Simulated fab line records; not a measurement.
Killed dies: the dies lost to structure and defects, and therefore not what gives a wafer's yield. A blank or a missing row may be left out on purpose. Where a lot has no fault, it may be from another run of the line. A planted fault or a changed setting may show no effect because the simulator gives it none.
Split-lot trial :: flow n5-finfet :: 21 wafers read across 7 lots, on a route 1938 steps long

THE SPLIT ITSELF
At N5_BEOL_M7_TRENCH_ETCH_37 (etches SiCOH lowk in C4F6/O2, target depth 93.478 nm, time 31.2 s), the setting source-w was moved away from the recipe's 345 W on 5 of the 21 wafers read, by -12.3% to +17.6%. All remaining wafers had this setting at the recipe value.

The reading comes from the split's own step.

THE READING
rf-vpp-V, in V, at N5_BEOL_M7_TRENCH_ETCH_37 (etches SiCOH lowk in C4F6/O2, target depth 93.478 nm, time 31.2 s). Fault-free wafers of this fab line usually give 655 V, standard deviation 14 V.

wafer: L079.1
tool, chamber at the split: rie-diel-02, 0
source-w as run, W: 345
against the recipe: recipe
rf-vpp-V, V: 668
against lot-mates on the recipe: -

wafer: L079.2
tool, chamber at the split: rie-diel-02, 3
source-w as run, W: 302.4
against the recipe: -12.3%
rf-vpp-V, V: 729
against lot-mates on the recipe: +76

wafer: L079.6
tool, chamber at the split: rie-diel-02, 1
source-w as run, W: 345
against the recipe: recipe
rf-vpp-V, V: 637
against lot-mates on the recipe: -

wafer: L084.1
tool, chamber at the split: rie-diel-02, 3
source-w as run, W: 345
against the recipe: recipe
rf-vpp-V, V: 678
against lot-mates on the recipe: -

wafer: L084.2
tool, chamber at the split: rie-diel-02, 2
source-w as run, W: 345
against the recipe: recipe
rf-vpp-V, V: 643
against lot-mates on the recipe: -

wafer: L084.5
tool, chamber at the split: rie-diel-02, 3
source-w as run, W: 345
against the recipe: recipe
rf-vpp-V, V: 680
against lot-mates on the recipe: -

wafer: L085.3
tool, chamber at the split: rie-diel-03, 2
source-w as run, W: 345
against the recipe: recipe
rf-vpp-V, V: 664
against lot-mates on the recipe: -

wafer: L085.4
tool, chamber at the split: rie-diel-03, 3
source-w as run, W: 345
against the recipe: recipe
rf-vpp-V, V: 637
against lot-mates on the recipe: -

wafer: L085.6
tool, chamber at the split: rie-diel-03, 1
source-w as run, W: 345
against the recipe: recipe
rf-vpp-V, V: 647
against lot-mates on the recipe: -

wafer: L086.1
tool, chamber at the split: rie-diel-03, 2
source-w as run, W: 405.7
against the recipe: +17.6%
rf-vpp-V, V: 611
against lot-mates on the recipe: -50

wafer: L086.3
tool, chamber at the split: rie-diel-03, 3
source-w as run, W: 405.7
against the recipe: +17.6%
rf-vpp-V, V: 585
against lot-mates on the recipe: -76

wafer: L086.6
tool, chamber at the split: rie-diel-03, 2
source-w as run, W: 345
against the recipe: recipe
rf-vpp-V, V: 661
against lot-mates on the recipe: -

wafer: L089.1
tool, chamber at the split: rie-diel-06, 3
source-w as run, W: 345
against the recipe: recipe
rf-vpp-V, V: 654
against lot-mates on the recipe: -

wafer: L089.2
tool, chamber at the split: rie-diel-06, 1
source-w as run, W: 345
against the recipe: recipe
rf-vpp-V, V: 647
against lot-mates on the recipe: -

wafer: L089.4
tool, chamber at the split: rie-diel-06, 1
source-w as run, W: 345
against the recipe: recipe
rf-vpp-V, V: 648
against lot-mates on the recipe: -

wafer: L090.1
tool, chamber at the split: rie-diel-06, 1
source-w as run, W: 345
against the recipe: recipe
rf-vpp-V, V: 648
against lot-mates on the recipe: -

wafer: L090.4
tool, chamber at the split: rie-diel-06, 1
source-w as run, W: 345
against the recipe: recipe
rf-vpp-V, V: 649
against lot-mates on the recipe: -

wafer: L090.5
tool, chamber at the split: rie-diel-06, 2
source-w as run, W: 345
against the recipe: recipe
rf-vpp-V, V: 649
against lot-mates on the recipe: -

wafer: L094.1
tool, chamber at the split: rie-diel-02, 1
source-w as run, W: 373.7
against the recipe: +8.3%
rf-vpp-V, V: 612
against lot-mates on the recipe: -66

wafer: L094.3
tool, chamber at the split: rie-diel-02, 3
source-w as run, W: 345
against the recipe: recipe
rf-vpp-V, V: 678
against lot-mates on the recipe: -

wafer: L094.6
tool, chamber at the split: rie-diel-02, 1
source-w as run, W: 373.7
against the recipe: +8.3%
rf-vpp-V, V: 611
against lot-mates on the recipe: -67

THE FIT
A straight line over all 21 wafers: rf-vpp-V changes by -4.09 V for each +1% of source-w; r = -0.87; the points scatter about the line by 15 V.
The same after taking each lot's own level away (the mean of its wafers on the recipe; 21 wafers): -4.7 V for each +1%; r = -0.89; scatter 16 V.
The reading moves by 83 V for the largest change in source-w, on that fit.
Across the lots, their own levels run from 648.7 to 678.0 V, a range of 2.1 times the standard deviation given above.
Hence the slope depends on the lot-to-lot level, as the two fits are not the same.
Check: with one of the wafers moved furthest among these (+17.6%) left out of the fit, the line predicts -99.5 V for it against its lot-mates. Against them it came out at -50 V.
Tool readings at the split's step, against how far the setting was moved: rf-vpp-V r = -0.87.

OTHER SPLITS APPLIED TO THESE WAFERS
These wafers also went through other splits before the reading. Each is held against what the fit with the lots' levels taken away leaves over:
other split on the same wafers: N5_BEOL_M6_EXPOSE_08 dose-mj
wafers away from the commonest value: 6
r with rf-vpp-V (lot level and that fit taken away): +0.05

other split on the same wafers: N5_BEOL_M6_EXPOSE_25 dose-mj
wafers away from the commonest value: 6
r with rf-vpp-V (lot level and that fit taken away): +0.21

other split on the same wafers: N5_BEOL_M6_ETCH_66 bias-w
wafers away from the commonest value: 5
r with rf-vpp-V (lot level and that fit taken away): +0.16

FILE'S OWN FIT
rf-vpp-V changes by -4.93 V for each +1% of source-w, r = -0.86.
